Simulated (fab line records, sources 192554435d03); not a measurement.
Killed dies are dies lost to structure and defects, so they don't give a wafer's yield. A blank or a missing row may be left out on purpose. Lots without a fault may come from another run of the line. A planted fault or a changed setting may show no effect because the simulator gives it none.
Chamber matching | flow n5_finfet | N5_BEOL_M0_SAQP_PECVD_97 on pecvd-04: 3 sister chambers
The step deposits SiNx from SiH4/NH3/N2, target thk 23 nm, time 19.9 s. 3 wafers are shown with their chamber, then 9 later ones without.

WAFERS WITH THEIR CHAMBER
wafer  | chamber | throttle_valve_pct (%)
L088.2 | 2       | 39.1
L090.3 | 1       | 41.1
L090.4 | 0       | 40.3

WAFERS WITHOUT THEIR CHAMBER
wafer  | throttle_valve_pct (%)
L093.1 | 40.0
L093.3 | 39.1
L093.6 | 40.3
L095.2 | 39.1
L095.3 | 41.0
L095.6 | 39.9
L096.4 | 40.1
L096.5 | 39.1
L096.6 | 41.2

WHICH CHAMBER EACH WENT THROUGH
wafer  | from the rows above | in truth
L093.1 | 0                   | 0
L093.3 | 2                   | 2
L093.6 | 0                   | 0
L095.2 | 2                   | 2
L095.3 | 1                   | 1
L095.6 | 0                   | 0
L096.4 | 0                   | 0
L096.5 | 2                   | 2
L096.6 | 1                   | 1
Placed correctly: 9 of 9. Can't be placed from these rows: 0. Placed wrongly: 0.
How it was worked out, from the rows above alone: a wafer's distance from a chamber is the root of the sum, over the readings, of the square of ((its reading less the chamber's mean) divided by the reading's scatter). The wafer belongs to the nearest chamber; if the next one is less than 2 further off, it can't be placed. A chamber's mean is the mean of its shown wafers. The scatter: with one shown wafer a chamber, the root of the mean of the squares of how far each hidden wafer lies from its nearest shown one.
